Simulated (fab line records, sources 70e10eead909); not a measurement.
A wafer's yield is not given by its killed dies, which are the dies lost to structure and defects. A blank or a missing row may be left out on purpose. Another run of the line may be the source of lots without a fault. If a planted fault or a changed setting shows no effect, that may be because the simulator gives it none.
Chamber matching / flow nandHarc / aldHk-01 running NHARC_A_CHANNEL_FILL_D2_ALD_02: 4 sister chambers
The step deposits SiO2, target thk 6 nm, pulse time 10 s, ald cycles 60. 4 wafers are shown with their chamber, then 8 later ones without.

WAFERS, EACH WITH ITS CHAMBER
wafer=L081.5; chamber=0; heaterPowerW (W)=457
wafer=L082.4; chamber=3; heaterPowerW (W)=515
wafer=L086.5; chamber=1; heaterPowerW (W)=439
wafer=L087.1; chamber=2; heaterPowerW (W)=551

WAFERS WITH NO CHAMBER GIVEN
wafer=L087.2; heaterPowerW (W)=447
wafer=L087.5; heaterPowerW (W)=431
wafer=L089.1; heaterPowerW (W)=549
wafer=L089.5; heaterPowerW (W)=433
wafer=L089.6; heaterPowerW (W)=452
wafer=L091.4; heaterPowerW (W)=516
wafer=L091.5; heaterPowerW (W)=523
wafer=L091.6; heaterPowerW (W)=536

EACH ONE'S CHAMBER
wafer=L087.2; from the rows above=can't be placed: 1 or 0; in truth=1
wafer=L087.5; from the rows above=1; in truth=1
wafer=L089.1; from the rows above=2; in truth=2
wafer=L089.5; from the rows above=1; in truth=1
wafer=L089.6; from the rows above=can't be placed: 0 or 1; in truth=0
wafer=L091.4; from the rows above=3; in truth=3
wafer=L091.5; from the rows above=3; in truth=3
wafer=L091.6; from the rows above=can't be placed: 2 or 3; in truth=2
Correct placement for 5 of the 8. Not placeable from these rows: 3 (in 3, the candidates include the true chamber). Placed wrongly: 0.
How it was worked out, from the rows above alone: a wafer's distance from a chamber is the root of the sum, over the readings, of the square of ((its reading less the chamber's mean) divided by the reading's scatter). If the next closest chamber is less than 2 further off than the closest, the wafer can't be placed; otherwise it belongs to the closest. The mean given for a chamber averages the wafers shown for that chamber. The scatter: with one shown wafer a chamber, the root of the mean of the squares of how far each hidden wafer lies from its nearest shown one.
